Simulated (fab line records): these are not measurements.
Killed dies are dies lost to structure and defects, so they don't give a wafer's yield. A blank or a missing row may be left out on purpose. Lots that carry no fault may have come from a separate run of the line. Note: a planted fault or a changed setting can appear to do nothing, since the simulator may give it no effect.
Matching of chambers	flow n5Finfet	N5_BEOL_M10_ALD_74 on aldMetal-02: 4 sister chambers
The step deposits TaN, target thk 2 nm, pulse time 2 s, purge time 3 s. 8 wafers are shown with their chamber, then 8 later ones without.

== WAFERS PAIRED WITH THEIR CHAMBERS ==
wafer	chamber	heaterPowerW (W)
L075.5	0	356
L080.1	3	456
L080.3	0	358
L080.6	3	467
L089.2	2	388
L089.4	1	453
L089.6	1	451
L090.1	2	378

== WAFERS WHOSE CHAMBER IS MISSING ==
wafer	heaterPowerW (W)
L090.2	468
L090.6	467
L093.1	460
L093.3	458
L093.4	458
L095.2	381
L095.4	452
L095.5	418

== WHICH CHAMBER EACH ONE RAN IN ==
wafer	from the rows above	in truth
L090.2	can't be placed: 3 or 1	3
L090.6	can't be placed: 3 or 1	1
L093.1	can't be placed: 3 or 1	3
L093.3	can't be placed: 3 or 1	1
L093.4	can't be placed: 3 or 1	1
L095.2	2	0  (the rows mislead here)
L095.4	can't be placed: 1 or 3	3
L095.5	can't be placed: 1 or 2 or 3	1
0 of 8 placed correctly. These rows do not allow placing 7 (true chamber among the candidates in 7). Wrongly placed: 1.
How it was worked out, from the rows above alone: a wafer's distance from a chamber is the root of the sum, over the readings, of the square of ((its reading less the chamber's mean) divided by the reading's scatter). If the next closest chamber is less than 2 further off than the closest, the wafer can't be placed; otherwise it belongs to the closest. Each chamber's mean is taken over the wafers shown for it. How the scatter is found: for the shown wafers, subtract from each reading the mean of its chamber, square and add these, divide the total by (wafers less chambers), then take the root.
